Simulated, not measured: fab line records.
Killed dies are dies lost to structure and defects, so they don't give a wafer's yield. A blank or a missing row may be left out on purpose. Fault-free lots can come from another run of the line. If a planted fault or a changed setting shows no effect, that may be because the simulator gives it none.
Matching of chambers | flow n5_finfet | N5_GATE_CUT_STRIP_42 on rie_diel-06 has 4 sister chambers
The step strips in O2. 20 wafers are shown with their chamber, then 10 later ones without.

## WAFERS, EACH WITH ITS CHAMBER
wafer  | chamber | showerhead_plenum_p_Torr (Torr) | drypump_motor_current_A (A) | throttle_valve_pct (%)
L080.4 | 1       | 2.08                            | 5.31                        | 16.80
L080.5 | 2       | 2.18                            | 5.39                        | 16.51
L080.6 | 1       | 2.08                            | 5.31                        | 16.81
L081.3 | 1       | 2.08                            | 5.29                        | 16.83
L081.4 | 0       | 2.06                            | 5.77                        | 16.78
L081.5 | 3       | 2.23                            | 5.88                        | 16.31
L083.2 | 3       | 2.23                            | 5.88                        | 16.32
L083.4 | 2       | 2.18                            | 5.44                        | 16.50
L083.6 | 0       | 2.06                            | 5.79                        | 16.79
L085.1 | 2       | 2.18                            | 5.43                        | 16.51
L085.5 | 1       | 2.08                            | 5.32                        | 16.84
L085.6 | 2       | 2.18                            | 5.39                        | 16.51
L088.1 | 3       | 2.23                            | 5.90                        | 16.35
L088.4 | 1       | 2.07                            | 5.30                        | 16.85
L088.5 | 0       | 2.06                            | 5.80                        | 16.83
L091.1 | 1       | 2.07                            | 5.28                        | 16.84
L091.4 | 3       | 2.23                            | 5.88                        | 16.36
L091.5 | 1       | 2.07                            | 5.30                        | 16.84
L092.2 | 0       | 2.06                            | 5.77                        | 16.85
L092.4 | 3       | 2.23                            | 5.90                        | 16.35

SIGNATURES (means of the wafers above)
reading                  | chamber 0 | chamber 1 | chamber 2 | chamber 3 | scatter within a chamber
showerhead_plenum_p_Torr | 2.0600    | 2.0757    | 2.1800    | 2.2300    | 0.00327
drypump_motor_current_A  | 5.7825    | 5.3014    | 5.4125    | 5.8880    | 0.0164
throttle_valve_pct       | 16.8125   | 16.8300   | 16.5075   | 16.3380   | 0.0213
Rule: for each reading, subtract the chamber's mean from the wafer's reading, divide by that reading's scatter and square the result; add these up over the readings and take the root, which gives the wafer's distance from the chamber. If the next closest chamber is less than 2 further off than the closest, the wafer can't be placed; otherwise it belongs to the closest. The scatter: take each reading less its chamber's mean, square it, sum over the shown wafers, divide by the number of wafers less the number of chambers, and take the root.

## WAFERS MISSING THEIR CHAMBER
wafer  | showerhead_plenum_p_Torr (Torr) | drypump_motor_current_A (A) | throttle_valve_pct (%)
L092.6 | 2.06                            | 5.78                        | 16.83
L093.1 | 2.18                            | 5.45                        | 16.54
L093.4 | 2.06                            | 5.79                        | 16.85
L093.6 | 2.06                            | 5.78                        | 16.84
L094.1 | 2.18                            | 5.42                        | 16.55
L094.2 | 2.22                            | 5.90                        | 16.37
L094.6 | 2.18                            | 5.45                        | 16.56
L095.3 | 2.22                            | 5.88                        | 16.37
L095.5 | 2.18                            | 5.44                        | 16.55
L095.6 | 2.07                            | 5.30                        | 16.86

## THE CHAMBER EACH PASSED THROUGH
wafer  | from the rows above | in truth
L092.6 | 0                   | 0
L093.1 | 2                   | 2
L093.4 | 0                   | 0
L093.6 | 0                   | 0
L094.1 | 2                   | 2
L094.2 | 3                   | 3
L094.6 | 2                   | 2
L095.3 | 3                   | 3
L095.5 | 2                   | 2
L095.6 | 1                   | 1
10 of 10 placed correctly. From these rows, 0 cannot be placed. 0 placed wrongly.
